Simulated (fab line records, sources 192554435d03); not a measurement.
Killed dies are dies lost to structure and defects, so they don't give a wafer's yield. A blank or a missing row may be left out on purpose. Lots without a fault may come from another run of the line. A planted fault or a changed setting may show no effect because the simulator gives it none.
Chamber matching | flow n5_finfet | N5_BEOL_M8_DESCUM_33 on rie_diel-05: 4 sister chambers
The step chemistry O2, time 7 s. 8 wafers are shown with their chamber, then 8 later ones without.

WAFERS WITH THEIR CHAMBER
wafer  | chamber | drypump_motor_current_A (A) | showerhead_plenum_p_Torr (Torr)
L086.5 | 1       | 5.1                         | 2.08
L088.4 | 1       | 5.1                         | 2.08
L090.3 | 2       | 5.9                         | 2.12
L090.4 | 3       | 5.7                         | 2.05
L087.1 | 0       | 6.4                         | 2.14
L087.3 | 2       | 5.9                         | 2.12
L087.5 | 0       | 6.4                         | 2.14
L092.4 | 3       | 5.6                         | 2.04

WAFERS WITHOUT THEIR CHAMBER
wafer  | drypump_motor_current_A (A) | showerhead_plenum_p_Torr (Torr)
L092.5 | 5.1                         | 2.08
L092.6 | 6.5                         | 2.13
L095.2 | 5.7                         | 2.04
L095.3 | 6.4                         | 2.13
L095.6 | 5.9                         | 2.11
L096.3 | 6.0                         | 2.11
L096.4 | 5.1                         | 2.07
L096.5 | 5.1                         | 2.07

WHICH CHAMBER EACH WENT THROUGH
wafer  | from the rows above | in truth
L092.5 | 1                   | 1
L092.6 | 0                   | 0
L095.2 | 3                   | 3
L095.3 | 0                   | 0
L095.6 | 2                   | 2
L096.3 | 2                   | 2
L096.4 | 1                   | 1
L096.5 | 1                   | 1
Placed correctly: 8 of 8. Can't be placed from these rows: 0. Placed wrongly: 0.
How it was worked out, from the rows above alone: a wafer's distance from a chamber is the root of the sum, over the readings, of the square of ((its reading less the chamber's mean) divided by the reading's scatter). The wafer belongs to the nearest chamber; if the next one is less than 2 further off, it can't be placed. A chamber's mean is the mean of its shown wafers. The scatter: the root of (the sum of the squares of (reading less its chamber's mean) over the shown wafers, divided by (wafers less chambers)).
